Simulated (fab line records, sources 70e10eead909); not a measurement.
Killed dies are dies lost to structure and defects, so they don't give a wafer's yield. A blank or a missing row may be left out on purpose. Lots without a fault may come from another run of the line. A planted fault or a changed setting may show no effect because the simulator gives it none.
Chamber matching | flow nand_harc | NHARC_A_STAIRCASE_ALD_415 on ald_hk-01: 4 sister chambers
The step deposits SiO2, target thk 30 nm, pulse time 6 s, ald cycles 300. 8 wafers are shown with their chamber, then 12 later ones without.

WAFERS WITH THEIR CHAMBER
wafer  | chamber | heater_power_w (W) | precursor_pulse_height_rel
L088.4 | 1       | 489                | 0.968
L088.5 | 0       | 496                | 1.018
L092.2 | 2       | 519                | 1.000
L092.5 | 2       | 528                | 1.044
L092.6 | 3       | 479                | 0.989
L092.1 | 3       | 479                | 1.038
L092.3 | 0       | 497                | 0.998
L092.4 | 1       | 487                | 0.979

WAFERS WITHOUT THEIR CHAMBER
wafer  | heater_power_w (W) | precursor_pulse_height_rel
L093.1 | 536                | 1.029
L093.2 | 474                | 1.010
L093.4 | 494                | 1.002
L094.1 | 523                | 0.989
L094.2 | 487                | 1.011
L094.5 | 490                | 1.002
L095.3 | 479                | 1.015
L095.4 | 484                | 1.010
L095.6 | 477                | 1.026
L095.1 | 497                | 1.013
L095.2 | 522                | 1.007
L095.5 | 494                | 0.984

WHICH CHAMBER EACH WENT THROUGH
wafer  | from the rows above          | in truth
L093.1 | 2                            | 2
L093.2 | 3                            | 3
L093.4 | can't be placed: 0 or 1      | 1
L094.1 | 2                            | 2
L094.2 | can't be placed: 1 or 3 or 0 | 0
L094.5 | can't be placed: 1 or 0      | 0
L095.3 | 3                            | 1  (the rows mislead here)
L095.4 | can't be placed: 3 or 1      | 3
L095.6 | 3                            | 3
L095.1 | 0                            | 0
L095.2 | 2                            | 2
L095.5 | can't be placed: 0 or 1      | 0
Placed correctly: 6 of 12. Can't be placed from these rows: 5 (the true chamber is among the candidates in 5). Placed wrongly: 1.
How it was worked out, from the rows above alone: a wafer's distance from a chamber is the root of the sum, over the readings, of the square of ((its reading less the chamber's mean) divided by the reading's scatter). The wafer belongs to the nearest chamber; if the next one is less than 2 further off, it can't be placed. A chamber's mean is the mean of its shown wafers. The scatter: the root of (the sum of the squares of (reading less its chamber's mean) over the shown wafers, divided by (wafers less chambers)).
